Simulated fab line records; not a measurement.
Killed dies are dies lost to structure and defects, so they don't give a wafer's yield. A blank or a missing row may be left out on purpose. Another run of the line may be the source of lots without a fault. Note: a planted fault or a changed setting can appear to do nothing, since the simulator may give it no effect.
fab line records	flow n5_finfet
record lots=24	wafers=72	last_day=18
route steps=1938 shown BEOL_M3@969 BEOL_M4@1036
lots untouched by any fault: they come from a run of this same line in which no faults occurred
start_h: hours from the record's opening day to when the first of the lot's shown wafers began	wait_h: time in hours since the lot's previous step	" identical to the entry in the row above	L1.1+2: a row that stands for several wafers	- either no value or no given start	* or withheld: withheld	< > ~ a bound
route shown NAME@n: NAME is a module with steps in the file, n the number in the route of the first one	usual: the fault-free wafers' mean and standard deviation	same: alike in all rows	chamber/n: place in a boat	sites: readings site by site	_std_site: the standard deviation of these	_edge_site: inner sites' mean taken away from outer sites' mean	radius_mm: for every site, how far away it sits from the centre of the wafer	mask NAME#n: copy n	behind: the last tool/chamber to shape the wafer	hold: the reason the lot was held/the length of the hold in hours/how it ended	device: whichever transistor did not switch (one of n, p or np)	end of line: the same wafers' tests at the end of the route	a step without rows: its recipe alone	killed: the dies lost at the first sort to structure and to defects; this is not the yield of the wafer	map: a wafer's dies, x killed, . not, _ none there
set.NAME: the setting as run; set.NAME@STEP: as run at that earlier step	model.NAME: the simulator's own value behind a step, which no gauge read
a sample of lots followed through the steps of the route, with each step as a table and each wafer as a row
services: the hour from which a tool's chamber was out of use, counted from the record's first day as start_h (under 0 if before that day), plus the number of hours and why
## steps
# step N5_BEOL_M3_DESCUM_33
# recipe chemistry=O2	time_s=7	source_power_w=50	bias_power_w=20	pressure_mtorr=20	rf_frequency_hz=2.712e+07	temp_c=40	resist=CAR-EUV	o2_flow_sccm=225
# usual bias_power_w=20.01/0.054	drypump_motor_current_A=5.61/0.28	oes_product_au=0.77/0.079	rf_vpp_V=243.6/1.1	showerhead_plenum_p_Torr=2.11/0.044	throttle_valve_pct=20.39/0.22
# same time_s=7
lot.wafer	tool	chamber	start_h	wait_h	bias_power_w	drypump_motor_current_A	oes_product_au	rf_hours_counter_h	rf_vpp_V	showerhead_plenum_p_Torr	throttle_valve_pct
L074.2	rie_diel-06	3	141.04	0.1	20.01	5.34	0.86	59	242.6	2.04	20.39
L074.3	"	2	"	"	20.09	5.55	0.72	181	242.4	2.09	20.58
L074.4	"	2	"	"	20.01	5.55	0.72	-	243.7	2.09	20.59
L075.1	rie_diel-01	0	151.99	0.0	20.03	6.08	0.94	2	244.9	2.17	20.50
L075.4	"	1	"	"	19.98	5.97	0.70	220	244.2	2.18	20.97
L075.6	"	2	"	"	20.01	5.27	0.69	-	241.8	2.08	20.40
L077.2	rie_diel-01	3	155.46	0.0	19.96	5.76	0.76	188	243.8	2.15	20.05
L077.4	"	0	"	"	20.02	6.07	0.94	3	243.8	2.17	20.52
L077.5	"	3	"	"	20.03	5.73	0.77	-	245.2	2.15	20.04
L076.2	rie_diel-05	3	159.25	0.0	20.01	5.55	0.70	210	242.4	2.08	20.66
L076.3	"	1	"	"	20.03	5.24	0.81	80	244.0	2.12	20.21
L076.5	"	1	"	"	20.00	5.27	0.81	-	244.4	2.12	20.21
L078.2	rie_diel-06	3	177.34	0.7	20.13	5.26	0.84	74	241.6	2.03	20.40
L078.5	"	2	"	"	20.10	5.57	0.71	-	242.9	2.09	20.57
L078.6	"	0	"	"	20.01	5.82	0.73	-	244.2	2.15	20.29
L079.2	rie_diel-05	0	179.71	0.0	20.03	6.04	0.76	166	244.9	2.18	20.30
L079.4	"	2	"	"	20.07	5.56	0.85	51	243.1	2.11	20.28
L079.6	"	2	"	"	20.06	5.56	0.85	-	244.1	2.11	20.29
L081.3	rie_diel-06	0	193.14	0.0	20.01	5.83	0.72	179	244.8	2.14	20.32
L081.5	"	3	"	"	19.99	5.31	0.84	-	242.4	2.03	20.43
L081.6	"	0	"	"	19.96	5.83	0.72	-	243.5	2.14	20.31
L082.1	rie_diel-05	1	199.54	0.0	19.94	5.28	0.81	92	243.7	2.11	20.22
L082.2	"	3	"	"	19.92	5.53	0.69	221	244.1	2.07	20.70
L082.3	"	0	"	"	20.09	6.04	0.75	172	244.9	2.18	20.29
L080.4	rie_diel-06	2	199.59	0.0	19.96	5.56	0.71	196	242.6	2.09	20.60
L080.5	"	2	"	"	19.88	5.55	0.70	-	242.0	2.09	20.59
L080.6	"	1	"	"	20.07	5.28	0.97	-	243.4	2.14	20.01
L083.1	rie_diel-05	3	206.71	0.0	20.03	5.54	0.69	224	243.4	2.07	20.70
L083.3	"	1	"	"	20.07	5.29	0.80	95	244.6	2.11	20.24
L083.4	"	2	"	"	19.98	5.55	0.83	60	244.0	2.11	20.32
L084.3	rie_diel-06	0	209.20	0.0	19.95	5.83	0.71	186	242.9	2.14	20.31
L084.4	"	3	"	"	20.09	5.31	0.82	87	243.3	2.03	20.43
L084.6	"	3	"	"	20.01	5.37	0.83	-	242.0	2.03	20.42
L085.2	rie_diel-05	3	209.47	0.0	20.00	5.54	0.69	225	243.8	2.07	20.70
L085.4	"	1	"	"	20.04	5.27	0.80	96	243.5	2.11	20.24
L085.6	"	1	"	"	19.97	5.26	0.80	-	244.0	2.11	20.24
L086.1	rie_diel-01	2	214.20	0.1	19.99	5.27	0.67	242	243.5	2.08	20.44
L086.2	"	3	"	"	20.03	5.76	0.73	208	245.2	2.14	20.08
L086.4	"	0	"	"	20.07	6.06	0.86	25	245.0	2.16	20.55
L087.1	rie_diel-06	3	220.81	0.0	19.99	5.31	0.82	91	241.3	2.03	20.43
L087.3	"	0	"	"	20.01	5.81	0.71	189	244.1	2.14	20.32
L087.6	"	3	"	"	19.98	5.31	0.83	-	242.4	2.03	20.42
L088.2	rie_diel-01	1	224.70	0.0	19.99	5.95	0.68	246	242.1	2.17	20.98
L088.3	"	3	"	"	20.00	5.76	0.73	212	244.4	2.14	20.09
L088.6	"	3	"	"	20.01	5.74	0.74	-	243.2	2.14	20.11
L089.1	rie_diel-05	2	232.27	0.2	19.99	5.56	0.82	67	243.6	2.11	20.31
L089.2	"	3	"	"	20.01	5.55	0.68	231	244.1	2.07	20.71
L089.3	"	0	"	"	19.94	6.04	0.75	181	245.5	2.17	20.30
L090.1	rie_diel-01	2	245.37	0.3	20.03	5.25	0.67	253	244.5	2.07	20.44
L090.2	"	0	"	"	20.01	6.14	0.85	36	244.8	2.15	20.57
L090.3	"	3	"	"	19.98	5.76	0.73	220	244.7	2.14	20.08
L092.4	rie_diel-06	3	253.25	0.0	19.96	5.33	0.81	101	241.7	2.02	20.44
L092.5	"	1	"	"	20.02	5.30	0.92	-	244.6	2.14	20.02
L092.6	"	0	"	"	20.03	5.85	0.72	-	245.1	2.14	20.33
L091.1	rie_diel-06	3	258.72	0.0	19.95	5.30	0.81	103	242.4	2.02	20.46
L091.2	"	2	"	"	19.99	5.55	0.70	214	243.7	2.08	20.62
L091.6	"	3	"	"	19.91	5.31	0.80	-	241.6	2.02	20.45
L093.1	rie_diel-05	3	259.96	0.0	20.00	5.52	0.68	238	244.9	2.07	20.72
L093.5	"	3	"	"	20.01	5.54	0.68	-	242.1	2.07	20.73
L093.6	"	0	"	"	20.01	6.03	0.74	-	243.5	2.17	20.31
L094.3	rie_diel-05	3	269.09	0.0	20.05	5.55	0.67	241	242.1	2.06	20.73
L094.4	"	1	"	"	19.96	5.27	0.77	113	243.3	2.11	20.26
L094.6	"	1	"	"	20.04	5.27	0.78	-	243.6	2.11	20.28
L095.2	rie_diel-06	3	283.73	0.0	20.04	5.32	0.79	110	241.2	2.02	20.45
L095.3	"	0	"	"	19.96	5.84	0.71	205	243.5	2.13	20.34
L095.6	"	1	"	"	20.07	5.29	0.92	-	243.5	2.13	20.06
L096.1	rie_diel-05	0	286.61	0.0	19.92	6.04	0.73	196	243.8	2.17	20.33
L096.4	"	3	"	"	20.10	5.56	0.67	246	242.5	2.06	20.75
L096.6	"	1	"	"	20.01	5.26	0.78	-	242.3	2.10	20.28
L097.1	rie_diel-01	1	294.67	0.1	20.01	5.97	0.94	14	242.8	2.17	20.64
L097.2	"	0	"	"	20.08	6.11	0.82	55	243.4	2.15	20.60
L097.4	"	2	"	"	20.14	5.28	0.96	5	242.2	2.07	20.22
# step N5_BEOL_M3_TRENCH_ETCH_37
# recipe chemistry=C4F6/O2	target_depth_a=555.55	target=SiOC	time_s=29.2	ion_energy_ev=250	pressure_mtorr=30	source_w=355	bias_w=185	Ar_flow_sccm=300	C4F6_flow_sccm=10	O2_flow_sccm=10
# usual drypump_motor_current_A=5.65/0.3	oes_product_au=0.77/0.086	rf_vpp_V=665/10	showerhead_plenum_p_Torr=2.87/0.059	throttle_valve_pct=20.81/0.18
# same time_s=29.2
lot.wafer	tool	chamber	start_h	wait_h	drypump_motor_current_A	oes_product_au	rf_hours_counter_h	rf_vpp_V	showerhead_plenum_p_Torr	throttle_valve_pct
L074.2	rie_diel-06	0	-	-	5.85	0.73	161	661	2.95	20.87
L074.3	"	3	"	"	5.30	0.87	62	656	2.78	20.83
L074.4	"	3	"	"	5.31	0.85	-	656	2.78	20.81
L075.1	rie_diel-01	0	-	-	6.08	0.93	2	657	2.89	20.66
L075.4	"	1	"	"	5.93	0.70	220	673	2.91	21.12
L075.6	"	3	"	"	5.75	0.75	-	679	2.94	20.59
L077.2	rie_diel-01	2	-	-	5.27	0.67	226	665	2.82	20.82
L077.4	"	1	"	"	5.95	0.70	225	673	2.91	21.12
L077.5	"	0	"	"	6.11	0.92	-	656	2.88	20.65
L076.2	rie_diel-06	0	-	-	5.83	0.72	169	663	2.95	20.89
L076.3	"	3	"	"	5.30	0.85	70	656	2.77	20.83
L076.5	"	3	"	"	5.30	0.85	-	655	2.77	20.83
L078.2	rie_diel-01	3	-	-	5.74	0.75	197	678	2.94	20.61
L078.5	"	0	"	"	6.10	0.91	-	655	2.88	20.67
L078.6	"	3	"	"	5.72	0.75	-	676	2.94	20.61
L079.2	rie_diel-01	1	-	-	5.93	0.70	231	672	2.90	21.13
L079.4	"	2	"	"	5.27	0.67	232	665	2.82	20.82
L079.6	"	2	"	"	5.26	0.68	-	665	2.82	20.84
L081.3	rie_diel-06	0	-	-	5.86	0.71	-	660	2.95	20.92
L081.5	"	3	"	"	5.28	0.84	-	654	2.77	20.84
L081.6	"	0	"	"	5.84	0.71	-	661	2.94	20.91
L080.4	rie_diel-06	3	-	-	5.32	0.83	84	655	2.77	20.84
L080.5	"	2	"	"	5.56	0.70	-	650	2.83	21.02
L080.6	"	1	"	"	5.28	0.95	-	657	2.93	20.58
L082.1	rie_diel-05	2	-	-	5.54	0.84	58	679	2.89	20.87
L082.2	"	3	"	"	5.54	0.69	222	657	2.81	21.07
L082.3	"	1	"	"	5.31	0.81	93	679	2.84	20.47
L083.1	rie_diel-01	3	-	-	5.75	0.73	208	676	2.93	20.63
L083.3	"	0	"	"	6.06	0.87	25	656	2.88	20.68
L083.4	"	1	"	"	5.96	0.69	243	672	2.90	21.15
L086.1	rie_diel-01	2	-	-	5.27	0.67	244	666	2.82	20.85
L086.2	"	3	"	"	5.73	0.74	211	677	2.93	20.62
L086.4	"	1	"	"	5.94	0.68	245	672	2.90	21.14
L084.3	rie_diel-01	1	-	-	5.95	0.69	245	672	2.90	21.16
L084.4	"	3	"	"	5.77	0.73	211	678	2.93	20.62
L084.6	"	3	"	"	5.74	0.72	-	679	2.93	20.63
L085.2	rie_diel-05	2	-	-	5.57	0.84	64	679	2.89	20.88
L085.4	"	3	"	"	5.54	0.69	228	659	2.81	21.07
L085.6	"	2	"	"	5.55	0.85	-	679	2.89	20.88
L088.2	rie_diel-05	3	-	-	5.53	0.68	229	660	2.81	21.09
L088.3	"	2	"	"	5.52	0.82	66	680	2.89	20.89
L088.6	"	1	"	"	5.26	0.80	-	681	2.84	20.47
L087.1	rie_diel-01	2	-	-	5.27	0.66	247	665	2.81	20.86
L087.3	"	0	"	"	6.09	0.86	30	655	2.87	20.71
L087.6	"	0	"	"	6.13	0.87	-	656	2.87	20.70
L089.1	rie_diel-06	3	-	-	5.25	0.82	97	655	2.76	20.86
L089.2	"	2	"	"	5.56	0.70	209	649	2.83	21.04
L089.3	"	1	"	"	5.31	0.92	15	658	2.93	20.59
L090.1	rie_diel-01	2	-	-	5.26	0.66	253	665	2.81	20.86
L090.2	"	0	"	"	6.09	0.85	37	657	2.87	20.71
L090.3	"	3	"	"	5.75	0.73	220	675	2.93	20.63
L092.4	rie_diel-01	0	-	-	6.09	0.84	-	657	2.87	20.70
L092.5	"	3	"	"	5.77	0.72	-	677	2.93	20.66
L092.6	"	2	"	"	5.27	0.67	-	666	2.81	20.86
L091.1	rie_diel-06	3	-	-	5.27	0.81	105	656	2.76	20.88
L091.2	"	1	"	"	5.28	0.90	22	656	2.92	20.60
L091.6	"	3	"	"	5.26	0.81	-	655	2.76	20.88
L093.1	rie_diel-01	3	-	-	5.76	0.72	230	678	2.92	20.66
L093.5	"	1	"	"	5.96	0.97	-	672	2.89	20.79
L093.6	"	3	"	"	5.73	0.72	-	677	2.92	20.66
L094.3	rie_diel-05	0	-	-	5.99	0.73	192	671	2.97	20.89
L094.4	"	1	"	"	5.30	0.79	114	681	2.83	20.50
L094.6	"	2	"	"	5.57	0.81	-	680	2.88	20.90
L095.2	rie_diel-06	1	-	-	5.28	0.89	25	659	2.92	20.61
L095.3	"	3	"	"	5.26	0.81	110	657	2.75	20.88
L095.6	"	1	"	"	5.28	0.89	-	657	2.92	20.61
L096.1	rie_diel-01	2	-	-	5.26	0.98	3	666	2.81	20.59
L096.4	"	0	"	"	6.11	0.83	53	655	2.86	20.74
L096.6	"	3	"	"	5.76	0.72	-	677	2.92	20.67
L097.1	rie_diel-06	0	-	-	5.82	0.70	211	662	2.93	20.94
L097.2	"	2	"	"	5.56	0.69	227	651	2.82	21.07
L097.4	"	1	"	"	5.29	0.88	32	658	2.92	20.61
# step N5_BEOL_M3_ANNEAL_82
# recipe temp_c=400	time_s=240	ambient=vacuum
# usual heater_power_w=804/100	susceptor_temp_C=400.00/0.2
# same time_s=240
lot.wafer	tool	chamber	start_h	wait_h	heater_power_w	susceptor_temp_C
L074.2	pvd_sputter-02	-	151.23	0.0	679	400.03
L074.3	"	-	"	"	911	399.95
L074.4	"	-	"	"	944	399.96
L075.1	pvd_sputter-02	-	154.73	0.0	918	399.87
L075.4	"	-	"	"	887	399.88
L075.6	"	-	"	"	690	400.10
L077.2	pvd_sputter-01	-	167.68	0.0	768	400.09
L077.4	"	-	"	"	675	399.57
L077.5	"	-	"	"	776	399.72
L076.2	pvd_sputter-03	-	167.91	0.0	898	399.47
L076.3	"	-	"	"	888	400.18
L076.5	"	-	"	"	699	399.71
L078.2	pvd_sputter-01	-	184.91	0.0	725	399.59
L078.5	"	-	"	"	725	400.18
L078.6	"	-	"	"	764	399.52
L079.2	pvd_sputter-02	-	189.70	0.0	906	400.02
L079.4	"	-	"	"	865	400.19
L079.6	"	-	"	"	929	399.95
L081.3	pvd_sputter-03	-	198.03	0.0	868	400.26
L081.5	"	-	"	"	871	399.93
L081.6	"	-	"	"	1062	399.88
L082.1	pvd_sputter-01	-	203.22	0.0	676	399.76
L082.2	"	-	"	"	780	400.17
L082.3	"	-	"	"	740	400.17
L080.4	pvd_sputter-02	-	203.40	0.0	867	400.26
L080.5	"	-	"	"	883	400.13
L080.6	"	-	"	"	907	400.57
L083.1	pvd_sputter-01	-	217.81	0.0	686	400.06
L083.3	"	-	"	"	796	399.80
L083.4	"	-	"	"	740	399.79
L086.1	pvd_sputter-01	-	222.23	0.0	679	399.89
L086.2	"	-	"	"	768	399.99
L086.4	"	-	"	"	750	399.93
L084.3	pvd_sputter-02	-	223.94	0.0	689	400.17
L084.4	"	-	"	"	906	399.76
L084.6	"	-	"	"	932	400.24
L085.2	pvd_sputter-01	-	224.07	0.0	732	400.08
L085.4	"	-	"	"	754	399.91
L085.6	"	-	"	"	749	400.01
L088.2	pvd_sputter-02	-	231.91	0.0	675	399.80
L088.3	"	-	"	"	913	399.89
L088.6	"	-	"	"	945	399.98
L087.1	pvd_sputter-01	-	232.53	0.0	752	400.05
L087.3	"	-	"	"	790	400.27
L087.6	"	-	"	"	672	400.02
L089.1	pvd_sputter-03	-	241.62	0.0	1058	399.73
L089.2	"	-	"	"	725	400.09
L089.3	"	-	"	"	891	400.05
L090.1	pvd_sputter-02	-	249.99	0.0	930	400.22
L090.2	"	-	"	"	934	399.97
L090.3	"	-	"	"	895	400.31
L092.4	pvd_sputter-01	-	259.07	0.0	676	399.95
L092.5	"	-	"	"	757	399.96
L092.6	"	-	"	"	771	400.16
L091.1	pvd_sputter-01	-	266.16	0.0	664	399.85
L091.2	"	-	"	"	762	400.29
L091.6	"	-	"	"	702	399.87
L093.1	pvd_sputter-01	-	271.57	0.0	772	400.06
L093.5	"	-	"	"	673	399.78
L093.6	"	-	"	"	790	400.06
L094.3	pvd_sputter-02	-	276.03	0.0	906	400.03
L094.4	"	-	"	"	921	400.04
L094.6	"	-	"	"	688	400.21
L095.2	pvd_sputter-02	-	287.47	0.0	924	400.05
L095.3	"	-	"	"	932	400.12
L095.6	"	-	"	"	856	399.88
L096.1	pvd_sputter-01	-	290.27	0.0	775	399.87
L096.4	"	-	"	"	680	400.35
L096.6	"	-	"	"	671	399.90
L097.1	pvd_sputter-02	-	304.68	0.0	862	400.09
L097.2	"	-	"	"	919	399.30
L097.4	"	-	"	"	682	400.34
# step N5_BEOL_M3_ANNEAL_87
# recipe temp_c=400	time_s=240	ambient=vacuum
# usual heater_power_w=807/100	susceptor_temp_C=400.02/0.21
# same time_s=240
lot.wafer	tool	chamber	start_h	wait_h	heater_power_w	susceptor_temp_C
L074.2	pvd_sputter-02	-	151.45	0.0	669	400.28
L074.3	"	-	"	"	937	400.14
L074.4	"	-	"	"	910	400.24
L075.1	pvd_sputter-02	-	154.95	0.0	909	400.28
L075.4	"	-	"	"	916	400.29
L075.6	"	-	"	"	681	400.22
L077.2	pvd_sputter-01	-	167.90	0.0	779	400.15
L077.4	"	-	"	"	688	399.84
L077.5	"	-	"	"	782	400.08
L076.2	pvd_sputter-03	-	168.13	0.0	859	400.06
L076.3	"	-	"	"	907	400.20
L076.5	"	-	"	"	712	399.96
L078.2	pvd_sputter-01	-	185.13	0.0	728	400.03
L078.5	"	-	"	"	747	399.78
L078.6	"	-	"	"	776	400.38
L079.2	pvd_sputter-02	-	189.92	0.0	913	400.06
L079.4	"	-	"	"	859	399.77
L079.6	"	-	"	"	939	399.30
L081.3	pvd_sputter-03	-	198.25	0.0	856	400.28
L081.5	"	-	"	"	890	399.90
L081.6	"	-	"	"	1067	400.07
L082.1	pvd_sputter-01	-	203.44	0.0	669	400.09
L082.2	"	-	"	"	747	400.05
L082.3	"	-	"	"	725	399.96
L080.4	pvd_sputter-02	-	203.62	0.0	871	400.09
L080.5	"	-	"	"	888	400.19
L080.6	"	-	"	"	911	400.22
L083.1	pvd_sputter-01	-	218.03	0.0	674	400.26
L083.3	"	-	"	"	796	400.04
L083.4	"	-	"	"	737	400.13
L086.1	pvd_sputter-01	-	222.45	0.0	656	400.08
L086.2	"	-	"	"	767	399.93
L086.4	"	-	"	"	745	400.09
L084.3	pvd_sputter-02	-	224.16	0.0	685	400.06
L084.4	"	-	"	"	918	399.85
L084.6	"	-	"	"	937	399.78
L085.2	pvd_sputter-01	-	224.29	0.0	756	399.86
L085.4	"	-	"	"	722	400.13
L085.6	"	-	"	"	786	399.88
L088.2	pvd_sputter-02	-	232.13	0.0	681	399.80
L088.3	"	-	"	"	922	400.46
L088.6	"	-	"	"	914	400.49
L087.1	pvd_sputter-01	-	232.75	0.0	766	400.07
L087.3	"	-	"	"	788	400.24
L087.6	"	-	"	"	672	400.00
L089.1	pvd_sputter-03	-	241.84	0.0	1053	399.99
L089.2	"	-	"	"	702	399.98
L089.3	"	-	"	"	880	400.20
L090.1	pvd_sputter-02	-	250.21	0.0	925	400.10
L090.2	"	-	"	"	947	400.36
L090.3	"	-	"	"	872	400.33
L092.4	pvd_sputter-01	-	259.29	0.0	676	400.17
L092.5	"	-	"	"	715	399.78
L092.6	"	-	"	"	792	399.62
L091.1	pvd_sputter-01	-	266.38	0.0	666	399.78
L091.2	"	-	"	"	785	399.83
L091.6	"	-	"	"	722	400.00
L093.1	pvd_sputter-01	-	271.79	0.0	772	399.99
L093.5	"	-	"	"	673	399.71
L093.6	"	-	"	"	794	400.03
L094.3	pvd_sputter-02	-	276.28	0.0	931	399.71
L094.4	"	-	"	"	905	399.93
L094.6	"	-	"	"	696	399.64
L095.2	pvd_sputter-02	-	287.69	0.0	912	400.14
L095.3	"	-	"	"	916	399.84
L095.6	"	-	"	"	875	399.91
L096.1	pvd_sputter-01	-	290.49	0.0	792	399.83
L096.4	"	-	"	"	669	400.12
L096.6	"	-	"	"	687	399.63
L097.1	pvd_sputter-02	-	304.90	0.0	860	399.93
L097.2	"	-	"	"	897	400.18
L097.4	"	-	"	"	680	399.83
# step N5_BEOL_M4_INSPECT_13
# recipe mode=adi	inspect_instrument=brightfield
# usual raw_defect_count=425/94
lot.wafer	tool	chamber	start_h	wait_h	raw_defect_count
L074.2	defect_inspect-01	-	154.24	0.0	420
L074.3	"	-	"	"	367
L074.4	"	-	"	"	398
L075.1	defect_inspect-01	-	158.22	0.1	614
L075.4	"	-	"	"	508
L075.6	"	-	"	"	386
L077.2	defect_inspect-01	-	171.52	0.0	484
L077.4	"	-	"	"	589
L077.5	"	-	"	"	635
L076.2	defect_inspect-01	-	171.85	0.0	337
L076.3	"	-	"	"	441
L076.5	"	-	"	"	504
L078.2	defect_inspect-02	-	191.82	0.0	501
L078.5	"	-	"	"	336
L078.6	"	-	"	"	525
L079.2	defect_inspect-01	-	193.44	0.0	395
L079.4	"	-	"	"	431
L079.6	"	-	"	"	463
L081.3	defect_inspect-01	-	202.27	0.0	426
L081.5	"	-	"	"	456
L081.6	"	-	"	"	450
L082.1	defect_inspect-02	-	207.63	0.1	296
L082.2	"	-	"	"	257
L082.3	"	-	"	"	401
L080.4	defect_inspect-01	-	207.93	0.0	367
L080.5	"	-	"	"	288
L080.6	"	-	"	"	369
L083.1	defect_inspect-01	-	222.63	0.1	347
L083.3	"	-	"	"	401
L083.4	"	-	"	"	465
L086.1	defect_inspect-02	-	226.38	0.1	288
L086.2	"	-	"	"	378
L086.4	"	-	"	"	376
L084.3	defect_inspect-02	-	227.20	0.0	567
L084.4	"	-	"	"	612
L084.6	"	-	"	"	648
L085.2	defect_inspect-02	-	229.10	0.0	577
L085.4	"	-	"	"	384
L085.6	"	-	"	"	452
L088.2	defect_inspect-01	-	236.48	0.0	459
L088.3	"	-	"	"	344
L088.6	"	-	"	"	351
L087.1	defect_inspect-01	-	236.65	0.1	550
L087.3	"	-	"	"	476
L087.6	"	-	"	"	489
L089.1	defect_inspect-02	-	245.78	0.1	520
L089.2	"	-	"	"	333
L089.3	"	-	"	"	347
L090.1	defect_inspect-01	-	253.66	0.1	288
L090.2	"	-	"	"	340
L090.3	"	-	"	"	367
L092.4	defect_inspect-02	-	263.47	0.0	536
L092.5	"	-	"	"	613
L092.6	"	-	"	"	515
L091.1	defect_inspect-01	-	269.97	0.1	369
L091.2	"	-	"	"	356
L091.6	"	-	"	"	354
L093.1	defect_inspect-01	-	274.89	0.1	454
L093.5	"	-	"	"	441
L093.6	"	-	"	"	511
L094.3	defect_inspect-01	-	279.50	0.0	481
L094.4	"	-	"	"	484
L094.6	"	-	"	"	483
L095.2	defect_inspect-01	-	291.86	0.0	419
L095.3	"	-	"	"	472
L095.6	"	-	"	"	534
L096.1	defect_inspect-02	-	295.19	0.1	266
L096.4	"	-	"	"	517
L096.6	"	-	"	"	319
L097.1	defect_inspect-01	-	309.78	0.1	443
L097.2	"	-	"	"	244
L097.4	"	-	"	"	348
# step N5_BEOL_M4_CD_MEAS_28
# recipe target_cd_nm=26.2	landing_energy_ev=500	detector=se_inlens	target_cd_y_nm=24.1	polarity=opening
# usual cd_nm=26.21/0.22
# same landing_energy_ev=500
lot.wafer	tool	chamber	start_h	wait_h	cd_nm
L074.2	cd_sem-03	0	155.10	-	26.03
L074.3	"	0	"	"	26.08
L074.4	"	0	"	"	25.97
L075.1	cd_sem-01	0	159.00	-	26.81
L075.4	"	0	"	"	26.36
L075.6	"	0	"	"	26.33
L077.2	cd_sem-02	0	172.44	-	26.02
L077.4	"	0	"	"	26.02
L077.5	"	0	"	"	26.28
L076.2	cd_sem-01	0	172.80	-	26.18
L076.3	"	0	"	"	26.07
L076.5	"	0	"	"	26.32
L078.2	cd_sem-03	0	193.30	-	26.31
L078.5	"	0	"	"	26.34
L078.6	"	0	"	"	26.11
L079.2	cd_sem-03	0	194.87	-	26.17
L079.4	"	0	"	"	26.31
L079.6	"	0	"	"	26.24
L081.3	cd_sem-03	0	203.19	-	25.98
L081.5	"	0	"	"	26.13
L081.6	"	0	"	"	26.40
L082.1	cd_sem-03	0	208.56	-	25.75
L082.2	"	0	"	"	25.88
L082.3	"	0	"	"	26.08
L080.4	cd_sem-02	0	208.77	-	26.07
L080.5	"	0	"	"	26.31
L080.6	"	0	"	"	26.01
L083.1	cd_sem-02	0	223.56	-	25.83
L083.3	"	0	"	"	26.55
L083.4	"	0	"	"	26.24
L086.1	cd_sem-02	0	227.39	-	26.23
L086.2	"	0	"	"	26.05
L086.4	"	0	"	"	26.33
L084.3	cd_sem-02	0	228.04	-	26.43
L084.4	"	0	"	"	26.10
L084.6	"	0	"	"	26.29
L085.2	cd_sem-03	0	230.01	-	26.40
L085.4	"	0	"	"	26.04
L085.6	"	0	"	"	26.41
L088.2	cd_sem-02	0	237.40	-	25.92
L088.3	"	0	"	"	25.97
L088.6	"	0	"	"	26.07
L087.1	cd_sem-02	0	237.65	-	26.45
L087.3	"	0	"	"	26.45
L087.6	"	0	"	"	26.40
L089.1	cd_sem-01	0	246.57	-	26.35
L089.2	"	0	"	"	25.85
L089.3	"	0	"	"	26.34
L090.1	cd_sem-03	0	254.67	-	25.65
L090.2	"	0	"	"	26.07
L090.3	"	0	"	"	26.21
L092.4	cd_sem-01	0	264.54	-	26.02
L092.5	"	0	"	"	26.13
L092.6	"	0	"	"	26.32
L091.1	cd_sem-01	0	270.96	-	26.27
L091.2	"	0	"	"	26.53
L091.6	"	0	"	"	26.50
L093.1	cd_sem-03	0	275.81	-	26.62
L093.5	"	0	"	"	26.03
L093.6	"	0	"	"	26.04
L094.3	cd_sem-03	0	281.29	-	26.34
L094.4	"	0	"	"	26.68
L094.6	"	0	"	"	26.40
L095.2	cd_sem-03	0	292.68	-	26.43
L095.3	"	0	"	"	26.26
L095.6	"	0	"	"	26.45
L096.1	cd_sem-03	0	296.21	-	26.07
L096.4	"	0	"	"	26.40
L096.6	"	0	"	"	26.24
L097.1	cd_sem-01	0	311.05	-	26.49
L097.2	"	0	"	"	26.32
L097.4	"	0	"	"	26.26
## services
tool	chamber	start_h	hours	kind
rie_diel-01	0	126.57	-	clean
rie_diel-01	0	126.57	-	consumable_replace:focus_ring
rie_diel-01	0	126.57	18.5	scheduled_down
rie_diel-01	0	126.57	18.5	vent_cycle
rie_diel-06	1	130.63	9.8	repair
rie_diel-06	1	140.64	-	clean
rie_diel-06	1	140.64	-	consumable_replace:focus_ring
rie_diel-06	1	140.64	25.2	scheduled_down
rie_diel-06	1	140.64	25.2	vent_cycle
rie_diel-06	2	149.71	12.8	repair
rie_diel-01	3	157.99	1.5	repair
rie_diel-06	1	177.25	22.2	repair
rie_diel-06	2	194.15	4.6	repair
rie_diel-01	1	239.29	-	clean
rie_diel-01	1	239.29	-	consumable_replace:focus_ring
rie_diel-01	1	239.29	17.8	scheduled_down
rie_diel-01	1	239.29	17.8	vent_cycle
rie_diel-01	2	257.19	-	clean
rie_diel-01	2	257.19	-	consumable_replace:focus_ring
rie_diel-01	2	257.19	19.0	scheduled_down
rie_diel-01	2	257.19	19.0	vent_cycle
pvd_sputter-01	-	260.51	3.0	repair
rie_diel-06	0	274.36	3.1	repair
rie_diel-06	3	294.02	4.3	repair
## key
fault none
